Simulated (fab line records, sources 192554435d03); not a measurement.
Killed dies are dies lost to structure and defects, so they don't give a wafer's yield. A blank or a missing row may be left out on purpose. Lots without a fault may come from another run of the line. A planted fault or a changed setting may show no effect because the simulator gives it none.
Split-lot experiment | flow n5_finfet | 7 lots, 39 wafers read, on a route of 1938 steps

THE SPLIT
At N5_FIN_SAQP_HM_DEP_03 (deposits SiNx from SiH4/NH3/N2, target thk 38 nm, time 33.6 s), the setting target_thk_a was moved away from the recipe's 380 angstrom on 6 of the 39 wafers read, by -33.2% to +21.5%. The other wafers ran this setting at the recipe's value.

FROM THE SPLIT TO THE READING: what the file shows between them, 8 steps
- N5_FIN_SAQP_THK_MEAS_05
- N5_FIN_SAQP_PECVD_47: deposits a-Si from SiH4/He, target thk 45 nm, time 36.3 s
- N5_FIN_SAQP_PECVD_48: deposits SiNx from SiH4/NH3/N2, target thk 25 nm, time 22.1 s
- N5_FIN_SAQP_MANDREL2_REMOVE_60: chemistry HBr/Cl2/O2, target a-Si, stops on SiNx, bt time 10 s
- N5_FIN_SAQP_HM_OPEN_33: chemistry CH3F/O2, target SiNx, target depth 49.4 nm, time 70.6 s
- N5_FIN_SAQP_ETCH_34: etches SiO2 in C4F6/O2, target depth 45 nm, time 15 s
- N5_FIN_SAQP_STRIP_77: strips in N2/H2, time 90 s
- N5_FIN_SAQP_ETCH_64: etches SiO2 in CF4, target depth 1.5 nm

THE READING
SiNx_of_FIN_SAQP_HM_DEP_03.thk_nm (the simulator's own value, which no gauge read), in nm, at N5_FIN_SAQP_FIN_ETCH_36 (etches the open film in HBr/Cl2/O2, target depth 120 nm, time 50.4 s). The file gives no usual value for it. The 33 wafers here that ran the recipe average 21.3 nm, standard deviation 0.81 nm.

wafer  | tool, chamber at the split | target_thk_a as run, angstrom | against the recipe | SiNx_of_FIN_SAQP_HM_DEP_03.thk_nm, nm | against lot-mates on the recipe
L074.1 | pecvd-01, 1                | 380                           | recipe             | 21.2                                  | -
L074.2 | pecvd-01, 2                | 380                           | recipe             | 21                                    | -
L074.3 | pecvd-01, 0                | 380                           | recipe             | 22                                    | -
L074.4 | pecvd-01, 1                | 380                           | recipe             | 22.2                                  | -
L074.5 | pecvd-01, 0                | 380                           | recipe             | 21.8                                  | -
L074.6 | pecvd-01, 2                | 380                           | recipe             | 21.4                                  | -
L076.1 | pecvd-01, 2                | 380                           | recipe             | 20.8                                  | -
L076.2 | pecvd-01, 0                | 380                           | recipe             | 21.4                                  | -
L076.5 | pecvd-01, 0                | 380                           | recipe             | 21.4                                  | -
L076.3 | pecvd-01, 1                | 380                           | recipe             | 22                                    | -
L076.4 | pecvd-01, 1                | 380                           | recipe             | 23                                    | -
L076.6 | pecvd-01, 2                | 380                           | recipe             | 22.4                                  | -
L080.1 | pecvd-04, 1                | 380                           | recipe             | 20.2                                  | -
L080.2 | pecvd-04, 0                | 380                           | recipe             | 22.2                                  | -
L080.3 | pecvd-04, 2                | 380                           | recipe             | 20.6                                  | -
L080.4 | pecvd-04, 2                | 380                           | recipe             | 21.2                                  | -
L080.5 | pecvd-04, 1                | 380                           | recipe             | 20.8                                  | -
L080.6 | pecvd-04, 0                | 380                           | recipe             | 22.6                                  | -
L090.1 | pecvd-01, 2                | 380                           | recipe             | 20.2                                  | -
L090.2 | pecvd-01, 1                | 254                           | -33.2%             | 9.2                                   | -12.2
L090.3 | pecvd-01, 1                | 380                           | recipe             | 22.2                                  | -
L090.4 | pecvd-01, 2                | 254                           | -33.2%             | 9                                     | -12.4
L090.5 | pecvd-01, 2                | 380                           | recipe             | 21.8                                  | -
L090.6 | pecvd-01, 1                | 254                           | -33.2%             | 9.8                                   | -11.6
L091.1 | pecvd-02, 2                | 380                           | recipe             | 21.4                                  | -
L091.2 | pecvd-02, 1                | 380                           | recipe             | 21.4                                  | -
L091.3 | pecvd-02, 0                | 380                           | recipe             | 19.4                                  | -
L091.4 | pecvd-02, 2                | 380                           | recipe             | 21.8                                  | -
L091.5 | pecvd-02, 1                | 380                           | recipe             | 21.8                                  | -
L091.6 | pecvd-02, 0                | 380                           | recipe             | 20.8                                  | -
L093.1 | pecvd-04, 2                | 461.8                         | +21.5%             | 28                                    | +7.1
L093.2 | pecvd-04, 1                | 380                           | recipe             | 20.6                                  | -
L093.5 | pecvd-04, 1                | 380                           | recipe             | 20.6                                  | -
L093.3 | pecvd-04, 0                | 461.8                         | +21.5%             | 28.2                                  | +7.3
L093.4 | pecvd-04, 0                | 380                           | recipe             | 21.4                                  | -
L093.6 | pecvd-04, 2                | 461.8                         | +21.5%             | 29.4                                  | +8.5
L096.1 | pecvd-04, 0                | 380                           | recipe             | 19.8                                  | -
L096.4 | pecvd-04, 0                | 380                           | recipe             | 21                                    | -
L096.5 | pecvd-04, 1                | 380                           | recipe             | 20.4                                  | -

THE FIT
A straight line over all 39 wafers: SiNx_of_FIN_SAQP_HM_DEP_03.thk_nm changes by +0.353 nm for each +1% of target_thk_a; r = +0.98; the points scatter about the line by 0.8 nm.
The same after taking each lot's own level away (the mean of its wafers on the recipe; 39 wafers): +0.362 nm for each +1%; r = +0.99; scatter 0.69 nm.
On that fit, the largest move of target_thk_a shifts the reading by 12 nm.
The lots' own levels span 20.40 to 21.83 nm, that is 1.8 times the standard deviation above.
So the lot-to-lot level changes the slope little: the two slopes agree.
Check: with one of the wafers moved furthest among these (-33.2%) left out of the fit, the line predicts -11.9 nm for it against its lot-mates. It came out at -12.2 nm against them.

THE WHOLE CHAIN: every reading that the file lists as answering this split, in the file's order
step                    | what it does                                                         | reading                                                                            | change (the file's fit)               | r (the file's)
N5_FIN_SAQP_HM_DEP_03   | deposits SiNx from SiH4/NH3/N2, target thk 38 nm, time 33.6 s        | SiNx_of_FIN_SAQP_HM_DEP_03.thk_nm (the simulator's own value, which no gauge read) | +0.375 nm for each +1% of the setting | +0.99
N5_FIN_SAQP_THK_MEAS_05 |                                                                      | thk_nm                                                                             | withheld for each +1% of the setting  | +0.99
N5_FIN_SAQP_HM_OPEN_33  | chemistry CH3F/O2, target SiNx, target depth 49.4 nm, time 70.6 s    | etch_rf_on_time_s                                                                  | withheld for each +1% of the setting  | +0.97
N5_FIN_SAQP_HM_OPEN_33  | chemistry CH3F/O2, target SiNx, target depth 49.4 nm, time 70.6 s    | etch.depth_nm (the simulator's own value, which no gauge read)                     | +0.379 nm for each +1% of the setting | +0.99
N5_FIN_SAQP_FIN_ETCH_36 | etches the open film in HBr/Cl2/O2, target depth 120 nm, time 50.4 s | SiNx_of_FIN_SAQP_HM_DEP_03.thk_nm (the simulator's own value, which no gauge read) | +0.362 nm for each +1% of the setting | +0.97

THE FILE'S OWN FIT
SiNx_of_FIN_SAQP_HM_DEP_03.thk_nm changes by +0.362 nm for each +1% of target_thk_a, r = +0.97.
